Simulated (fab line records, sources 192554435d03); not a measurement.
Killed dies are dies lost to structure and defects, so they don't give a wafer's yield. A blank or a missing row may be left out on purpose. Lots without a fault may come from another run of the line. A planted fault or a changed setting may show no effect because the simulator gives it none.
Which tool did it? | flow n5_finfet | 12 lots, 36 wafers sampled, at 2 steps of a route of 1938

WHAT THE GAUGES READ, wafer by wafer
N5_BEOL_M11_RS_MEAS_57: measures by four-point-probe.
lot  | measured     | on            | M11_RS (ohm/sq)
L075 | day 11 17:09 | film_metro-01 | 0.151 0.151 0.149
L077 | day 13 23:20 | film_metro-01 | 0.151 0.144 0.157
L079 | day 14 17:40 | film_metro-01 | 0.147 0.159 0.145
L082 | day 15 11:09 | film_metro-01 | 0.146 0.158 0.149
L085 | day 16 06:10 | film_metro-01 | 0.146 0.156 0.142
L087 | day 16 08:34 | film_metro-01 | 0.143 0.155 0.153
L089 | day 16 17:13 | film_metro-02 | 0.152 0.145 0.156
L090 | day 17 02:39 | film_metro-02 | 0.155 0.140 0.145
L088 | day 17 21:49 | film_metro-02 | 0.141 0.151 0.143
L095 | day 18 03:21 | film_metro-01 | 0.152 0.145 0.152
L096 | day 18 05:16 | film_metro-02 | 0.148 0.162 0.147
L097 | day 18 10:58 | film_metro-01 | 0.146 0.145 0.159

WHICH TOOL RAN EACH LOT (tool, then ch and the chambers of the sampled wafers, then the start)
lot  | N5_BEOL_M11_STRIP_77
L075 | rie_diel-04 ch 0,1, day 11 17:09 or earlier
L077 | rie_diel-04 ch 0,1,2, day 13 23:20 or earlier
L079 | rie_diel-04 ch 1,2, day 14 17:40 or earlier
L082 | rie_diel-04 ch 1,2,3, day 15 11:09 or earlier
L085 | rie_diel-06 ch 0,1,2, day 16 06:10 or earlier
L087 | rie_diel-06 ch 0,2, day 16 08:34 or earlier
L089 | rie_diel-04 ch 0,1,2, day 16 17:13 or earlier
L090 | rie_diel-06 ch 1,2,3, day 17 02:39 or earlier
L088 | rie_diel-06 ch 0,2, day 17 21:49 or earlier
L095 | rie_diel-06 ch 2,3, day 18 03:21 or earlier
L096 | rie_diel-04 ch 1,2, day 18 05:16 or earlier
L097 | rie_diel-02 ch 0,1, day 18 10:58 or earlier
- N5_BEOL_M11_STRIP_77: strips in N2/H2, time 10 s.

THE ANSWER, worked out from the rows above alone
Rule: what is usual is taken from the lots themselves. Put in order of their means at a reading, lots are off if they are a third of the lots or fewer, leave a main group of 4 or more, and stand apart from it by a gap of 3 or more times the standard deviation of the main group's means; of several such gaps the widest counts. A main group whose means are all the same, to the digits that the tables above print for the reading, isn't used. A lot without any number at a reading at which 4 lots or more have one is off too. The other lots that the step has rows for count as sound.
No lot is off at any reading shown: from this, nothing can be told.

WHAT THE SIMULATOR HAD PUT IN
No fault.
